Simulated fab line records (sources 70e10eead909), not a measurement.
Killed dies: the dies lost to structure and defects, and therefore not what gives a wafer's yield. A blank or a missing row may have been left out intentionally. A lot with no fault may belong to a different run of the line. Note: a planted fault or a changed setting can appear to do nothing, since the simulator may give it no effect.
One fault through the eyes of 2 desks ; flow nand harc ; every desk sees just its own numbers, and what lay behind them comes last

## AT THE METROLOGY DESK
Lot by lot, what the gauges showed, no matter which tool ran the lot: averages of those sampled wafers that carry a number. If a lot's mean is further than 4 standard deviations from the usual mean, the lot is out of limits and carries the mark OUT (the distance appears in the brackets).
Columns: A = cd nm at NHARC_P_GATE_CD_MEAS_33, usual 120 nm; B = cd nm at NHARC_P_GATE_CD_MEAS_46, usual 719.6 nm
lot;first seen here;A;B
L204;day 5 01:25;121;717.5
L206;day 5 21:16;120;719.5
L207;day 6 13:30;119;718.2
L209;day 7 00:37;120;720.4
L210;day 7 20:25;118;719.6
L212;day 8 11:02;120;721.1
L213;day 9 03:54;118;718.8
L218;day 11 07:16;119;719.1
L219;day 11 07:58;121;721.6
L221;day 12 09:59;123;726.8
L220;day 12 10:05;118;719.7
L225;day 14 02:26;118;719.0
This desk's finding: nothing out of limits on any of the 12 lots.

## AT THE TOOL OWNER'S DESK: krf scanner-04
The tool's own readings at NHARC_P_GATE_EXPOSE_43 (exposes mask P NSD, target cd 720 nm): means of the sampled wafers that have a number, for each lot that ran on this tool. If a lot's mean is further than 4 standard deviations from the usual mean, the lot is out of limits and carries the mark OUT (the distance appears in the brackets).
Columns: A = stage vel mm s at NHARC_P_GATE_EXPOSE_43, usual 500.05 mm/s
lot;first seen here;A
L204;day 5 12:13;500.17
L206;day 6 08:06;499.69
L207;day 7 00:16;500.12
L212;day 8 21:48;499.97
L218;day 11 18:03;500.06
L219;day 11 18:50;500.18
L221;day 12 20:37;500.06
This desk's finding: nothing out of limits on any of the 7 lots.

## TAKEN TOGETHER
Metrology desk: nothing out of limits seen.
The tool owner's desk saw nothing out of limits.

## WHAT WAS PUT IN BY THE SIMULATOR
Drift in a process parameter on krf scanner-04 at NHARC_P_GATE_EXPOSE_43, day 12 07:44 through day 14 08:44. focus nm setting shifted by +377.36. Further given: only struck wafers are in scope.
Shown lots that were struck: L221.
